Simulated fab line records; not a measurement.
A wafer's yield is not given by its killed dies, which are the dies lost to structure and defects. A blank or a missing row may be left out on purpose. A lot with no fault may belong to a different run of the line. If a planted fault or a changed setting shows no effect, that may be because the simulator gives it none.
Chamber matching + flow n5_finfet + N5_MOL_CONTACT_COAG_DESCUM_13 on rie_diel-02 has 4 sister chambers
The step chemistry O2, time 7 s. 8 wafers are shown with their chamber, then 9 later ones without.

## WAFERS, EACH WITH ITS CHAMBER
| wafer  | chamber | showerhead_plenum_p_Torr (Torr) | drypump_motor_current_A (A) |
|--------|---------|---------------------------------|-----------------------------|
| L080.2 | 3       | 2.12                            | 5.2                         |
| L080.5 | 2       | 2.20                            | 6.4                         |
| L082.1 | 1       | 2.23                            | 5.0                         |
| L082.4 | 3       | 2.12                            | 5.2                         |
| L082.6 | 0       | 2.09                            | 4.9                         |
| L084.1 | 1       | 2.23                            | 5.0                         |
| L084.4 | 2       | 2.19                            | 6.3                         |
| L084.6 | 0       | 2.09                            | 4.8                         |

## WAFERS WHOSE CHAMBER IS MISSING
| wafer  | showerhead_plenum_p_Torr (Torr) | drypump_motor_current_A (A) |
|--------|---------------------------------|-----------------------------|
| L091.1 | 2.19                            | 6.3                         |
| L091.5 | 2.19                            | 6.3                         |
| L091.6 | 2.11                            | 5.2                         |
| L095.1 | 2.11                            | 5.2                         |
| L095.4 | 2.09                            | 4.9                         |
| L095.6 | 2.22                            | 5.0                         |
| L097.2 | 2.22                            | 5.0                         |
| L097.5 | 2.22                            | 5.0                         |
| L097.6 | 2.08                            | 4.9                         |

## WHICH CHAMBER EACH ONE RAN IN
| wafer  | from the rows above | in truth |
|--------|---------------------|----------|
| L091.1 | 2                   | 2        |
| L091.5 | 2                   | 2        |
| L091.6 | 3                   | 3        |
| L095.1 | 3                   | 3        |
| L095.4 | 0                   | 0        |
| L095.6 | 1                   | 1        |
| L097.2 | 1                   | 1        |
| L097.5 | 1                   | 1        |
| L097.6 | 0                   | 0        |
Correctly placed: 9 of 9. Not placeable from these rows: 0. Wrongly placed: 0.
How it was worked out, from the rows above alone: a wafer's distance from a chamber is the root of the sum, over the readings, of the square of ((its reading less the chamber's mean) divided by the reading's scatter). The wafer belongs to the nearest chamber; if the next one is less than 2 further off, it can't be placed. The mean given for a chamber averages the wafers shown for that chamber. The scatter: take each reading less its chamber's mean, square it, sum over the shown wafers, divide by the number of wafers less the number of chambers, and take the root.
